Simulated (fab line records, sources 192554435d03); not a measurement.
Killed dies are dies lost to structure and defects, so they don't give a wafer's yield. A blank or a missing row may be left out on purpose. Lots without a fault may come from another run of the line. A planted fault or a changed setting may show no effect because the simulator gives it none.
fab line records | flow n5_finfet | part 2 of 2: steps 16 to 24 of 24
record lots=5 wafers=15 last_day=15
route steps=1938 shown GATE_CUT@495 MOL_CONTACT_COAG@517
lots that met no fault: from a run of the same line without faults
start_h: hours from the record's first day to the start of the lot's first wafer shown | wait_h: hours since the lot's step before | " the same as in the row above | L1.1+2: a row that stands for several wafers | - no value, or no start given | * or withheld: withheld | < > ~ a bound
route shown NAME@n: a module of which the file shows steps, and the number in the route of the first | usual: mean/standard deviation of fault-free wafers | same: alike in all rows | chamber/n: place in a boat | sites: the reading at each site | _std_site: their standard deviation | _edge_site: outer sites' mean less inner sites' | radius_mm: how far each site lies from the wafer's centre | mask NAME#n: copy n | behind: the tool/chamber that last shaped the wafer | hold: why the lot was held/for how many hours/how that ended | device: the transistor (n, p or np) that didn't switch | end of line: the same wafers' tests at the end of the route | a step without rows: its recipe alone | killed: dies lost to structure and defects at the first sort, not the wafer's yield | map: a wafer's dies, x killed, . not, _ none there
set.NAME: the setting as run; set.NAME@STEP: as run at that earlier step | model.NAME: the simulator's own value behind a step, which no gauge read
lots at some steps of the route; a table a step, a row a wafer
services: from which hour (start_h, from the record's first day; less than 0 if before it) a tool's chamber was out of use, for how many hours, and why
## steps
# step N5_GATE_CUT_ALD_22
# recipe material=SiNx target_thk_a=160 temp_c=400 ald_precursor_family=SiH2I2 ald_co_reactant=N2/H2-plasma pulse_time_s=1 ald_cycles=320 purge_time_s=2 co_reactant_purge_time_s=2 pressure_torr=2
# usual heater_power_outer_w=508/52 heater_power_w=813/77 precursor_pulse_height_rel=1.000/0.018
# same purge_time_s=2
# columns lot.wafer tool chamber start_h wait_h heater_power_outer_w heater_power_w precursor_pulse_height_rel
L078.2 ald_sin-02 3 110.99 0.3 555 925 1.021
L078.4 " 2 " " 538 835 1.016
L078.5 " 0 " " 481 809 0.962
L083.1 ald_sin-04 2 138.16 0.6 575 892 0.983
L083.2 " 3 " " 489 773 0.983
L083.3 " 0 " " 562 889 1.012
L086.3 ald_sin-01 2 158.30 0.2 423 659 0.960
L086.5 " 1 " " 487 819 1.018
L086.6 " 0 " " 584 869 1.043
L088.3 ald_sin-02 3 169.11 0.0 570 938 0.989
L088.5 " 2 " " 542 839 0.999
L088.6 " 3 " " 567 883 0.996
L089.2 ald_sin-01 3 178.90 1.1 513 751 1.002
L089.3 " 2 " " 413 681 1.019
L089.5 " 0 " " 585 872 1.009
# step N5_GATE_CUT_CMP_23
# recipe stop_on=SiO2 t_overpolish_s=23.4 post_cmp_clean=alkaline_brush down_force_psi=2.5 platen_rpm=51.8 pad_velocity_m_s=1.0307 target_thk_nm=16
# usual edge_zone_pressure_frac=1.000/0.005 motor_current_A=8.7/0.88 overpolish_run_s=23.400/0.009 time_to_endpoint_s=17.6/2.6
# columns lot.wafer tool chamber start_h wait_h edge_zone_pressure_frac motor_current_A overpolish_run_s time_to_endpoint_s
L078.2 cmp-02 0 112.52 0.8 1.003 8.8 23.400 10.6
L078.4 " 2 " " 1.000 7.8 23.401 15.6
L078.5 " 0 " " 0.998 9.0 23.410 12.9
L083.2 cmp-03 3 139.64 0.8 1.003 8.2 23.404 13.7
L083.1 " 0 " " 1.000 7.9 23.401 14.8
L083.3 " 2 " " 0.996 9.9 23.412 16.9
L086.3 cmp-03 2 159.87 0.8 0.993 9.7 23.405 19.2
L086.6 " 0 " " 0.996 8.0 23.406 19.0
L086.5 " 1 " " 0.996 8.0 23.399 17.8
L088.3 cmp-02 2 170.71 0.9 1.002 8.0 23.408 20.0
L088.5 " 3 " " 1.002 9.3 23.397 22.9
L088.6 " 0 " " 1.004 8.9 23.392 19.5
L089.3 cmp-02 0 180.39 0.8 0.999 9.1 23.398 18.7
L089.2 " 3 " " 1.007 9.6 23.389 21.8
L089.5 " 1 " " 1.001 7.3 23.400 18.2
# step N5_GATE_CUT_THK_MEAS_24
# recipe reads=SiO2_of_GATE_CUT_HM_DEP_46+SiO2_flowable_of_ILD0_FCVD_FILL_01
# usual GC_FILL_THK=220.1/2.2
# columns lot.wafer tool chamber start_h wait_h GC_FILL_THK[nm]
L078.2 film_metro-01 - 112.79 0.2 220.3
L078.4 " - " " 221.0
L078.5 " - " " 219.4
L083.1 film_metro-01 - 139.94 - 215.7
L083.2 " - " " 218.3
L083.3 " - " " 218.3
L086.3 film_metro-02 - 160.09 - 220.6
L086.5 " - " " 224.8
L086.6 " - " " 220.5
L088.3 film_metro-02 - 170.89 - 217.1
L088.5 " - " " 219.0
L088.6 " - " " 218.5
L089.2 film_metro-01 - 180.69 - 217.3
L089.3 " - " " 218.0
L089.5 " - " " 221.5
# step N5_GATE_CUT_CMP_43
# recipe material=SiO2 post_cmp_clean=rinse_only
# usual edge_zone_pressure_frac=1.000/0.005 motor_current_A=11.9/1.2
# columns lot.wafer tool chamber start_h wait_h edge_zone_pressure_frac motor_current_A
L078.4 cmp-02 3 113.05 0.3 0.991 12.9
L078.2 " 1 " " 1.002 9.1
L078.5 " 3 " " 0.994 12.3
L083.1 cmp-04 0 139.97 0.0 1.001 11.6
L083.2 " 1 " " 0.997 12.8
L083.3 " 2 " " 0.999 10.8
L086.3 cmp-04 1 160.35 0.3 0.999 12.4
L086.6 " 2 " " 0.999 11.7
L086.5 " 3 " " 1.001 14.0
L088.3 cmp-02 2 170.92 0.0 1.003 10.8
L088.6 " 2 " " 0.995 11.0
L088.5 " 3 " " 0.994 12.6
L089.3 cmp-03 1 180.80 0.1 0.991 11.2
L089.2 " 3 " " 1.006 11.5
L089.5 " 1 " " 0.991 10.4
# step N5_GATE_CUT_CMP_61
# recipe stop_on=SiNx t_overpolish_s=3 post_cmp_clean=alkaline_brush down_force_psi=4 platen_rpm=27.09 pad_velocity_m_s=0.539
# usual edge_zone_pressure_frac=1.000/0.005 motor_current_A=11.9/1.2
# columns lot.wafer tool chamber start_h wait_h edge_zone_pressure_frac motor_current_A
L078.4 cmp-02 3 113.48 0.3 1.002 12.7
L078.2 " 1 " " 1.006 9.8
L078.5 " 3 " " 1.002 12.4
L083.1 cmp-04 0 140.45 0.4 1.004 12.4
L083.2 " 1 " " 0.997 13.1
L083.3 " 2 " " 1.000 11.7
L086.3 cmp-04 1 160.68 0.2 1.008 12.7
L086.6 " 2 " " 1.003 11.3
L086.5 " 3 " " 1.000 13.0
L088.3 cmp-02 2 171.40 0.4 1.001 10.7
L088.6 " 2 " " 1.000 10.8
L088.5 " 3 " " 1.002 12.8
L089.3 cmp-03 1 187.66 6.8 1.000 10.7
L089.2 " 3 " " 1.007 11.0
L089.5 " 1 " " 0.997 10.8
# step N5_GATE_CUT_INSPECT_26
# recipe inspect_instrument=darkfield mode=post_cmp
# usual raw_defect_count=36/15
# columns lot.wafer tool chamber start_h wait_h raw_defect_count
L078.2 defect_inspect-01 - 113.69 0.0 23
L078.4 " - " " 65
L078.5 " - " " 35
L083.1 defect_inspect-02 - 140.68 0.0 22
L083.2 " - " " 49
L083.3 " - " " 33
L086.3 defect_inspect-01 - 160.83 0.0 21
L086.5 " - " " 15
L086.6 " - " " 21
L088.3 defect_inspect-01 - 171.63 0.0 74
L088.5 " - " " 76
L088.6 " - " " 55
L089.2 defect_inspect-02 - 187.86 0.0 20
L089.3 " - " " 18
L089.5 " - " " 26
# step N5_MOL_CONTACT_COAG_COAT_103
# recipe resist=SOC temp_c=250 time_s=60 spin_rpm=1500 resist_thk_nm=80
# usual resist_line_temp_C=23.02/0.11
# columns lot.wafer tool chamber start_h wait_h resist_line_temp_C
L078.2 litho_track-05 0 113.72 0.0 22.95
L078.4 " 0 " " 23.01
L078.5 " 0 " " 23.07
L083.1 litho_track-04 0 140.71 0.0 23.03
L083.2 " 0 " " 23.04
L083.3 " 0 " " 23.01
L086.3 litho_track-05 0 160.86 0.0 23.06
L086.5 " 0 " " 23.02
L086.6 " 0 " " 22.98
L088.3 litho_track-05 0 171.66 0.0 22.86
L088.5 " 0 " " 22.99
L088.6 " 0 " " 22.93
L089.2 litho_track-05 0 187.89 0.0 22.96
L089.3 " 0 " " 22.92
L089.5 " 0 " " 23.10
# step N5_MOL_CONTACT_COAG_COAT_104
# recipe resist=SiARC temp_c=220 time_s=60 spin_rpm=1500 resist_thk_nm=12
# usual resist_line_temp_C=22.97/0.12
# columns lot.wafer tool chamber start_h wait_h resist_line_temp_C
L078.2 litho_track-05 0 - - 23.02
L078.4 " 0 " " 23.06
L078.5 " 0 " " 22.99
L083.1 litho_track-04 0 - - 22.81
L083.2 " 0 " " 22.95
L083.3 " 0 " " 22.88
L086.3 litho_track-05 0 - - 23.02
L086.5 " 0 " " 23.17
L086.6 " 0 " " 23.24
L088.3 litho_track-05 0 - - 22.98
L088.5 " 0 " " 23.09
L088.6 " 0 " " 22.96
L089.2 litho_track-05 0 - - 22.86
L089.3 " 0 " " 22.85
L089.5 " 0 " " 22.90
# step N5_MOL_CONTACT_COAG_COAT_58
# recipe resist=underlayer temp_c=205 time_s=60 spin_rpm=1500 resist_thk_nm=10
# usual resist_line_temp_C=22.99/0.092
# columns lot.wafer tool chamber start_h wait_h resist_line_temp_C
L078.2 litho_track-05 0 - - 23.00
L078.4 " 0 " " 22.96
L078.5 " 0 " " 23.00
L083.1 litho_track-04 0 - - 22.89
L083.2 " 0 " " 22.96
L083.3 " 0 " " 22.91
L086.3 litho_track-05 0 - - 23.02
L086.5 " 0 " " 23.07
L086.6 " 0 " " 23.07
L088.3 litho_track-05 0 - - 23.05
L088.5 " 0 " " 22.94
L088.6 " 0 " " 23.23
L089.2 litho_track-05 0 - - 22.98
L089.3 " 0 " " 22.99
L089.5 " 0 " " 23.07
## services
# columns tool chamber start_h hours kind
cmp-04 - 99.77 4.0 pm
wet_bench-01 - 103.35 2.1 repair
cmp-04 - 103.77 - consumable_replace:conditioner
cmp-04 - 103.77 - consumable_replace:pad
ald_sin-02 0 104.27 2.5 repair
rie_diel-01 - 105.87 0.6 repair
cmp-03 - 111.24 4.0 pm
cmp-03 - 115.24 - consumable_replace:conditioner
cmp-03 - 115.24 - consumable_replace:pad
ald_sin-04 - 115.50 6.1 pm
rie_metal-03 1 120.69 - clean
rie_metal-03 1 120.69 21.9 scheduled_down
rie_metal-03 1 120.69 21.9 vent_cycle
cmp-02 - 134.22 4.5 pm
cmp-03 - 134.79 3.7 pm
ald_sin-01 2 137.36 3.6 repair
rie_diel-01 1 140.00 12.9 repair
cmp-03 - 142.53 0.3 repair
rie_metal-02 - 150.85 2.8 pm
cmp-04 - 170.48 3.3 repair
wet_bench-05 - 173.34 3.2 repair
litho_track-05 - 174.79 - consumable_replace:filter
ald_sin-04 - 177.17 14.0 pm
rie_diel-03 0 181.89 7.9 repair
